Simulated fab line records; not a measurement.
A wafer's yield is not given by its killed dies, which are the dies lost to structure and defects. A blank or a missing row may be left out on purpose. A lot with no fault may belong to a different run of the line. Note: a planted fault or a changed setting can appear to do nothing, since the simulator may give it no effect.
Matching of chambers	flow nand_harc	NHARC_A_STAIRCASE_DESCUM_312 on rie_diel-02 has 3 sister chambers
The step chemistry O2, time 3 s. 14 wafers are shown with their chamber, then 6 later ones without.

EACH WAFER AND ITS CHAMBER
wafer	chamber	drypump_motor_current_A (A)	showerhead_plenum_p_Torr (Torr)	oes_product_au (a.u.)
L077.1	3	6.1	1.92	1.017
L077.3	0	5.1	1.92	1.011
L077.4	2	5.9	1.83	1.002
L076.2	2	5.9	1.83	0.991
L076.5	3	6.1	1.92	1.015
L076.6	2	5.9	1.83	0.997
L081.1	2	5.9	1.83	0.990
L081.2	0	5.1	1.92	1.000
L081.5	3	6.1	1.91	1.008
L080.1	3	6.2	1.91	1.018
L080.5	2	5.9	1.83	1.005
L080.6	3	6.2	1.91	1.017
L082.1	0	5.1	1.92	1.011
L082.2	3	6.2	1.91	1.009

SIGNATURES (averages over the wafers above)
reading	chamber 0	chamber 2	chamber 3	scatter within a chamber
drypump_motor_current_A	5.100	5.900	6.150	0.0369
showerhead_plenum_p_Torr	1.9200	1.8300	1.9133	0.00348
oes_product_au	1.00733	0.99700	1.01400	0.00565
Rule: distance of a wafer from a chamber = root of the sum over the readings of ((wafer's reading minus chamber's mean) / reading's scatter) squared. The wafer belongs to the nearest chamber; if the next one is less than 2 further off, it can't be placed. The scatter: the root of (the sum of the squares of (reading less its chamber's mean) over the shown wafers, divided by (wafers less chambers)).

WAFERS WHOSE CHAMBER IS MISSING
wafer	drypump_motor_current_A (A)	showerhead_plenum_p_Torr (Torr)	oes_product_au (a.u.)
L082.5	5.9	1.83	1.000
L093.1	5.1	1.91	0.989
L093.3	6.2	1.90	0.991
L093.6	5.1	1.91	0.996
L096.1	5.9	1.82	0.993
L096.2	5.1	1.91	0.995

WHICH CHAMBER EACH ONE RAN IN
wafer	from the rows above	in truth
L082.5	2	2
L093.1	0	0
L093.3	3	3
L093.6	0	0
L096.1	2	2
L096.2	0	0
Correct placement for 6 of the 6. Can't be placed from these rows: 0. Number placed wrongly: 0.
